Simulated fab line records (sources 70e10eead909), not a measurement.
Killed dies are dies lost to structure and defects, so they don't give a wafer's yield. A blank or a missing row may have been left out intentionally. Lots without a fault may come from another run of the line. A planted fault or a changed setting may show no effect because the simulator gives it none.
Comparing a struck lot with a sound one	flow nand_harc	15 out of 1302 route steps
Sound: these wafers, L288.2, L288.4, L288.6. Wafers struck: L301.4, L301.5, L301.6. Last of all comes the cause.
Per side, at each step with rows, come the tool, then ch with its chambers, and then its first start. Under that, the readings that differ: sound wafers	struck wafers	difference of the means	sigmas: that difference in standard deviations of wafers without a fault.
alike: a reading whose means differ by less than 2 such deviations, as well as words and numbers matching on both sides. not compared: withheld readings; readings where some wafer has no value; bounds like >300 that might hide an equal value; numbers whose values overlap and for which the record gives no deviation.
The two part at a step that has a row with sigmas, a row that says differs or no value, or rows on one side only. Numbers that don't overlap but have no deviation are shown without sigmas and don't part them. A reading missing from all wafers of one side parts the sides only when that side holds two or more wafers.

NHARC_A_CHANNEL_HOLE_D2_ETCH_44: etches the open film in CF4/O2, target depth 140 nm, overetch 14 nm, time 77 s.
  sound on rie_diel-11 ch 1,3, day 16 09:22; struck on rie_diel-02 ch 0,3, day 21 09:25
  alike: cf4_flow_sccm, drypump_motor_current_A, o2_flow_sccm, oes_product_au, rf_vpp_V, showerhead_plenum_p_Torr, throttle_valve_pct
  not compared: rf_hours_counter_h
NHARC_A_CHANNEL_HOLE_D2_STRIP_28: strips in O2.
  sound on rie_diel-11 ch 1,2; struck on rie_diel-02 ch 1,2
  alike: drypump_motor_current_A, o2_flow_sccm, oes_product_au, rf_vpp_V, showerhead_plenum_p_Torr, throttle_valve_pct
  not compared: rf_hours_counter_h
then, 2 steps without rows for these wafers: NHARC_A_CHANNEL_HOLE_D2_PRECLEAN_29 (cleans in SC1); NHARC_A_CHANNEL_HOLE_D2_SRD_30.
NHARC_A_CHANNEL_HOLE_D2_CD_MEAS_31:
  sound on cd_sem-03, day 16 10:17; struck on cd_sem-01, day 21 10:13
  alike: cd_nm
following that, these wafers have no rows for 1 step: NHARC_A_CHANNEL_HOLE_D2_XSEM_32.
NHARC_A_CHANNEL_HOLE_D2_INSPECT_40:
  sound on defect_inspect-01, day 16 10:28; struck on defect_inspect-02, day 21 10:25
  alike: raw_defect_count
then, 2 steps without rows for these wafers: NHARC_A_CHANNEL_FILL_D2_PRECLEAN_00 (cleans in SC1); NHARC_A_CHANNEL_FILL_D2_SRD_01.
NHARC_A_CHANNEL_FILL_D2_ALD_02: deposits SiO2, target thk 6 nm, pulse time 10 s, ald cycles 60.
  sound on ald_hk-02 ch 2,3, day 16 10:40; struck on ald_hk-03 ch 0,1,2, day 21 10:50
  alike: ald_cycles, heater_power_w, precursor_pulse_height_rel
NHARC_A_CHANNEL_FILL_D2_ALD_03: deposits SiNx, target thk 6 nm, pulse time 60 s, ald cycles 58.
  sound on ald_sin_batch-03 ch 0; struck on ald_sin_batch-03 ch 0
  alike: ald_cycles, precursor_pulse_height_rel
NHARC_A_CHANNEL_FILL_D2_ALD_14: deposits SiO2, target thk 2.5 nm, pulse time 10 s, ald cycles 25.
  sound on ald_hk-02 ch 0,2,3, day 16 17:41; struck on ald_hk-03 ch 0,2,3, day 21 15:39
  alike: ald_cycles, heater_power_w, precursor_pulse_height_rel
NHARC_A_CHANNEL_FILL_D2_ALD_15: deposits SiNx, target thk 2 nm, pulse time 60 s, ald cycles 19.
  sound on ald_sin_batch-02 ch 0, day 16 20:46; struck on ald_sin_batch-02 ch 0, day 21 18:39
reading	sound	struck	difference	sigmas
ald_cycles	19 19 19	25 25 25	+6	
  alike: precursor_pulse_height_rel
then, 2 steps without rows for these wafers: NHARC_A_CHANNEL_FILL_D2_ALD_16 (deposits SiO2, target thk 1.5 nm, pulse time 10 s, ald cycles 15); NHARC_END_SORT_01.

## WHERE THEY PART
Nowhere in this record.

WHY: what the simulator had put in
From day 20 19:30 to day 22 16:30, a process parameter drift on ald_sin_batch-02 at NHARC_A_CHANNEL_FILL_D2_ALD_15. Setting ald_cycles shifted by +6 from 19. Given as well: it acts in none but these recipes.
